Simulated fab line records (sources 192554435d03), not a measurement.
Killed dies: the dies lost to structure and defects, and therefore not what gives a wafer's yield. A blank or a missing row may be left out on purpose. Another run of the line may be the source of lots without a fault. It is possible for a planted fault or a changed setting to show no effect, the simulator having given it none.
Chamber matching -- flow n5_finfet -- N5_BEOL_M11_CURE_71 on uv_cure-02: 3 sister chambers
The step cures SiCOH lowk, time 240 s. 3 wafers are shown with their chamber, then 11 later ones without.

WAFERS WITH THEIR CHAMBER
wafer,chamber,wafer_temp_C_max
L074.5,2,387.0
L089.4,0,385.8
L090.1,1,387.4

WAFERS WITH NO CHAMBER GIVEN
wafer,wafer_temp_C_max
L090.3,387.7
L090.6,387.6
L092.1,386.5
L092.5,386.8
L092.6,386.6
L093.2,386.7
L093.4,386.9
L093.6,386.9
L096.1,386.8
L096.3,387.0
L096.4,386.7

WHICH CHAMBER EACH ONE RAN IN
wafer,from the rows above,in truth
L090.3,can't be placed: 1 or 2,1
L090.6,can't be placed: 1 or 2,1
L092.1,can't be placed: 2 or 0 or 1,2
L092.5,can't be placed: 2 or 1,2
L092.6,can't be placed: 2 or 1 or 0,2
L093.2,can't be placed: 2 or 1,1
L093.4,can't be placed: 2 or 1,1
L093.6,can't be placed: 2 or 1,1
L096.1,can't be placed: 2 or 1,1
L096.3,can't be placed: 2 or 1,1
L096.4,can't be placed: 2 or 1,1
Placed correctly: 0 of 11. Can't be placed from these rows: 11 (the true chamber is among the candidates in 11). Wrongly placed: 0.
How it was worked out, from the rows above alone: a wafer's distance from a chamber is the root of the sum, over the readings, of the square of ((its reading less the chamber's mean) divided by the reading's scatter). If the next closest chamber is less than 2 further off than the closest, the wafer can't be placed; otherwise it belongs to the closest. Each chamber's mean is taken over the wafers shown for it. The scatter: with one shown wafer a chamber, the root of the mean of the squares of how far each hidden wafer lies from its nearest shown one.
